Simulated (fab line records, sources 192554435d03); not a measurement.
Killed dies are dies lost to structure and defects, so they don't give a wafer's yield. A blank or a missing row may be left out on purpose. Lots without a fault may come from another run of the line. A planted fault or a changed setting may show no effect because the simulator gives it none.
A struck lot beside a sound one | flow n5_finfet | 35 steps out of a route of 1938
Sound: wafers L822.2, L822.3, L822.5. Struck: wafers L827.1, L827.4, L827.5. The cause comes at the end.
At each step with rows: each side's tool, then ch and its chambers, then its first start. Under that, the readings that differ: sound wafers | struck wafers | difference of the means | sigmas: that difference in standard deviations of wafers without a fault.
alike: readings whose means differ by less than 2 such deviations, and words and numbers that are the same on both sides. not compared: withheld readings, readings that some wafer has no value for, bounds like >300 that may hide the same value, and numbers for which the record gives no deviation and whose values overlap.
The two part at a step that has a row with sigmas, a row that says differs or no value, or rows on one side only. Numbers that don't overlap but have no deviation are shown without sigmas and don't part them. A reading that every wafer of one side lacks parts them only if that side has two wafers or more.

first, 12 steps without rows for these wafers: N5_BEOL_M4_ANNEAL_82 (time 240 s); N5_BEOL_M4_SPUTTER_86 (material Cu, target thk 4.5 nm, time 8.29 s); N5_BEOL_M4_ANNEAL_87 (time 240 s); N5_BEOL_M4_SPUTTER_88 (material Cu, target thk 4.5 nm, time 8.29 s); N5_BEOL_M4_ANNEAL_89 (time 240 s); N5_BEOL_M4_SPUTTER_90 (material Cu, target thk 4.5 nm, time 8.29 s); N5_BEOL_M4_ANNEAL_91 (time 240 s); N5_BEOL_M4_SPUTTER_92 (material Cu, target thk 4.5 nm, time 8.29 s); N5_BEOL_M4_ANNEAL_93 (time 240 s); N5_BEOL_M4_SPUTTER_94 (material Cu, target thk 4.5 nm, time 8.29 s); N5_BEOL_M4_ANNEAL_95 (time 240 s); N5_BEOL_M4_SPUTTER_96 (material Cu, target thk 4.5 nm, time 8.29 s).
N5_BEOL_M4_ECD_50: material Cu, target thk 300 nm.
  sound on ecd_cu-01 ch 0, day 10 03:56; struck on ecd_cu-02 ch 0,1, day 11 08:35
then, 21 steps without rows for these wafers: N5_BEOL_M4_ANNEAL_51 (time 90 s); N5_BEOL_M4_CMP_52 (polishes, stops on SiOC, t overpolish 6.8 s, target thk 40 nm); N5_BEOL_M4_PRE_CLEAN_60 (time 15 s); N5_BEOL_M4_CO_CAP_55 (material Co, precursor CCTBA/H2, target thk 2 nm, time 102.1 s); N5_BEOL_M4_PRE_CLEAN_56 (time 15 s); N5_BEOL_M4_DEP_57 (deposits SiCN from 3MS/NH3, target thk 8 nm, time 14 s); N5_BEOL_M5_ILD_DEP_00 (deposits SiCOH lowk from DEMS/porogen, target thk 140.64 nm, time 25.9 s); N5_BEOL_M5_CURE_79 (cures SiCOH lowk, time 240 s); N5_BEOL_M5_PECVD_70 (deposits SiO2 from TEOS/O2, target thk 16 nm, time 18 s); N5_BEOL_M5_HM_DEP_02 (deposits TiN, target thk 20 nm); N5_BEOL_M5_COAT_59 (time 60 s, resist thk 60 nm); N5_BEOL_M5_COAT_60 (time 60 s, resist thk 12 nm); N5_BEOL_M5_COAT_71 (time 60 s, resist thk 5 nm); N5_BEOL_M5_COAT_05 (resist thk 30 nm); N5_BEOL_M5_EBR_07; N5_BEOL_M5_SOFTBAKE_06 (time 60 s); N5_BEOL_M5_EXPOSE_08 (exposes mask M5, target cd 28 nm); N5_BEOL_M5_PEB_09 (peb time 60 s); N5_BEOL_M5_DEVELOP_10 (develop time 30 s); N5_BEOL_M5_DESCUM_16 (chemistry O2, time 7 s); N5_BEOL_M5_ETCH_72 (etches underlayer in N2/H2, target depth 6.5 nm, time 5.2 s).
-- the record jumps here: 4 days lie between the struck wafers' starts before and after (it left off in module BEOL_M5 and takes up again in module PASSIVATION, whose first step shown is number 1936 of the route) --
N5_PASSIVATION_PROBE_49:
  sound on prober-01, day 14 11:42; struck on prober-01, day 15 11:38
  reading                  | sound          | struck         | difference | sigmas
  defect_limited_yield (%) | 90.6 88.1 89.4 | 58.4 57.5 58.1 | -31.4      | -20
  killed_at_M0_to_M3       | 38 44 41       | 25 9 20        | -23        | -2
  killed_at_M4_up          | 25 23 10       | 426 441 425    | +411       | +72
  killed_dies              | 111 140 125    | 491 502 494    | +370       | +19
  killed_on_rim            | 16 11 17       | 57 74 67       | +51        | +13
  killed_open              | 67 86 75       | 44 41 49       | -31        | -2
  killed_short             | 43 46 44       | 26 23 32       | -17        | -2
  sort_bin_5_function (%)  | 5.8 7.1 6.2    | 25.5 26.0 25.9 | +19.4      | +18
  sort_bin_6_memory (%)    | 3.3 3.8 3.4    | 14.1 13.6 13.5 | +10.2      | +14
  sort_n_pass              | 1069 1040 1055 | 689 678 686    | -370       | -19
  sort_yield_pct (%)       | 90.6 88.1 89.4 | 58.4 57.5 58.1 | -31.4      | -20
  alike: killed_at_contacts, killed_at_front_end, killed_at_other

WHERE THEY PART
Only at N5_PASSIVATION_PROBE_49, within this record.

WHY: what the simulator had put in
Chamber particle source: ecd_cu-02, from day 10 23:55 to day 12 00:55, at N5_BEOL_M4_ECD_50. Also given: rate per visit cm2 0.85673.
